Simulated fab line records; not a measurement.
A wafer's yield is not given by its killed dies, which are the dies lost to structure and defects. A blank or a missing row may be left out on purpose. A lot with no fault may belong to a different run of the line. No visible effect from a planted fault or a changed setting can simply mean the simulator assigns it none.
The same fault as seen by 2 desks :: flow n5_finfet :: every desk sees just its own numbers, and what lay behind them comes last

== AT THE TOOL OWNER'S DESK: rie_diel-01 ==
The tool's own readings at N5_PASSIVATION_ETCH_54 (etches SiO2 in CHF3/O2, target depth 880 nm, time 440 s): means of the sampled wafers that have a number, for each lot that ran on this tool. If a lot's mean is further than 4 standard deviations from the usual mean, the lot is out of limits and carries the mark OUT (the distance appears in the brackets).
Columns: A = drypump_motor_current_A at N5_PASSIVATION_ETCH_54, usual 5.8 A; B = oes_product_au at N5_PASSIVATION_ETCH_54, usual 0.80 a.u.; C = rf_fwd_power_W at N5_PASSIVATION_ETCH_54, usual 649.1 W; D = rf_vpp_V at N5_PASSIVATION_ETCH_54, usual 523 V; E = showerhead_plenum_p_Torr at N5_PASSIVATION_ETCH_54, usual 2.40 Torr; F = throttle_valve_pct at N5_PASSIVATION_ETCH_54, usual 18.84 %
lot: L977
first seen here: day 13 10:56
A: 6.2
B: 0.83
C: 649.6
D: 520
E: 2.50
F: 18.86

lot: L986
first seen here: day 15 04:48
A: 6.0
B: 0.73
C: 492.2 (-83) OUT
D: 613 (+6.0) OUT
E: 2.46
F: 18.96

lot: L987
first seen here: day 15 09:05
A: 6.2
B: 0.79
C: 492.4 (-82) OUT
D: 589 (+4.4) OUT
E: 2.46
F: 18.78
This desk finds L986, L987 out of limits, L986 being first, at day 15 04:48 (rf_fwd_power_W at N5_PASSIVATION_ETCH_54). Within limits: L977.

== FROM THE METROLOGY DESK ==
Means of the sampled wafers that have a number, per lot and without regard to the tool the lot ran on: this is what the gauges read. If a lot's mean is further than 4 standard deviations from the usual mean, the lot is out of limits and carries the mark OUT (the distance appears in the brackets).
Columns: A = cd_nm at N5_PASSIVATION_CD_MEAS_30, usual 4000.4 nm; B = PASS_OPEN_OVL at N5_PASSIVATION_OVL_MEAS_66, usual 0 nm
lot: L978
first seen here: day 13 01:42
A: 4000.8
B: 4

lot: L977
first seen here: day 13 08:34
A: 4003.0
B: -1

lot: L986
first seen here: day 15 02:21
A: 3999.7
B: -5

lot: L987
first seen here: day 15 06:55
A: 4000.5
B: 0

lot: L991
first seen here: day 16 10:14
A: 4002.5
B: 6

lot: L990
first seen here: day 16 12:04
A: 3999.8
B: -1

lot: L994
first seen here: day 16 22:33
A: 3999.8
B: -5

lot: L993
first seen here: day 17 20:08
A: 4000.3
B: 3

lot: L998
first seen here: day 17 20:17
A: 3999.6
B: -3

lot: L996
first seen here: day 18 00:48
A: 4001.2
B: -9

lot: L999
first seen here: day 18 09:38
A: 3998.9
B: 1
This desk's finding: nothing out of limits on any of the 11 lots.

== BROUGHT TOGETHER ==
The tool owner's desk had the chance to raise an alarm at day 15 04:48 on L986, L987.
Metrology desk: nothing out of limits seen.
The metrology desk has L986, L987 on record, within its limits.
Of the lots named, all ran N5_PASSIVATION_ETCH_54 on rie_diel-01.

== WHAT THE SIMULATOR HAD PUT IN ==
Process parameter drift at N5_PASSIVATION_ETCH_54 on rie_diel-01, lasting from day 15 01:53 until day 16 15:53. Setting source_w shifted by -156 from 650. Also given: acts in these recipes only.
Struck lots among those shown: L986, L987.
How many hours passed from the start of the fault until each desk's first out-of-limits reading: the tool owner's desk, 3.
